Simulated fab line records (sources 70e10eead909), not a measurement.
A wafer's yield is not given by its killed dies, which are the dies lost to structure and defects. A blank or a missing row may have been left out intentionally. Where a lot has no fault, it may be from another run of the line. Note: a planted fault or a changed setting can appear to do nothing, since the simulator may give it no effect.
2 desks looking at one fault + flow nand-harc + what lay behind the numbers comes last; until then each desk has only its own

## FOR THE TOOL OWNER'S DESK: pecvd-onon-02
The tool's own readings at NHARC_A_ONON_D1_DEP_03 (target thk 1000 nm): means of the sampled wafers that have a number, for each lot that ran on this tool. Any lot whose mean is over 4 standard deviations away from the usual mean is out of limits and marked OUT; that distance is given in the brackets.
Columns: A = n2o-flow-sccm at NHARC_A_ONON_D1_DEP_03, usual 2001 sccm
| lot  | first seen here | A    |
|------|-----------------|------|
| L443 | day 7 07:41     | 2006 |
| L444 | day 7 18:40     | 1998 |
| L450 | day 9 11:55     | 1997 |
| L452 | day 9 22:23     | 2002 |
| L458 | day 11 07:39    | 2004 |
| L457 | day 11 08:01    | 2007 |
This desk's finding: nothing out of limits on any of the 6 lots.

## FROM THE METROLOGY DESK
What the gauges read, lot by lot, whatever tool the lot ran on: means of the sampled wafers that have a number. Any lot whose mean is over 4 standard deviations away from the usual mean is out of limits and marked OUT; that distance is given in the brackets.
Columns: A = cd-nm at NHARC_A_ZERO_WELL_CD_MEAS_10, usual 2000.6 nm; B = thk-nm at NHARC_A_ONON_D1_THK_MEAS_05, usual 999 nm
| lot  | first seen here | A      | B    |
|------|-----------------|--------|------|
| L443 | day 6 07:59     | 2000.0 | 999  |
| L444 | day 6 18:12     | 2001.0 | 995  |
| L446 | day 7 07:35     | 1998.8 | 1016 |
| L445 | day 7 08:23     | 2000.7 | 1003 |
| L449 | day 8 13:34     | 2000.2 | 999  |
| L451 | day 8 14:37     | 2001.7 | 1009 |
| L450 | day 8 15:02     | 2000.8 | 984  |
| L452 | day 8 22:15     | 1999.8 | 990  |
| L458 | day 10 06:46    | 2001.1 | 1007 |
| L457 | day 10 06:56    | 2000.9 | 1021 |
| L464 | day 11 12:50    | 1999.5 | 1007 |
| L463 | day 11 16:01    | 2000.1 | 1011 |
| L465 | day 11 22:29    | 2000.5 | 1009 |
This desk's finding: nothing out of limits on any of the 13 lots.

## ALL TOGETHER
Nothing out of limits was seen by the tool owner's desk.
Metrology desk: nothing out of limits seen.

## WHAT THE SIMULATOR HAD PUT IN
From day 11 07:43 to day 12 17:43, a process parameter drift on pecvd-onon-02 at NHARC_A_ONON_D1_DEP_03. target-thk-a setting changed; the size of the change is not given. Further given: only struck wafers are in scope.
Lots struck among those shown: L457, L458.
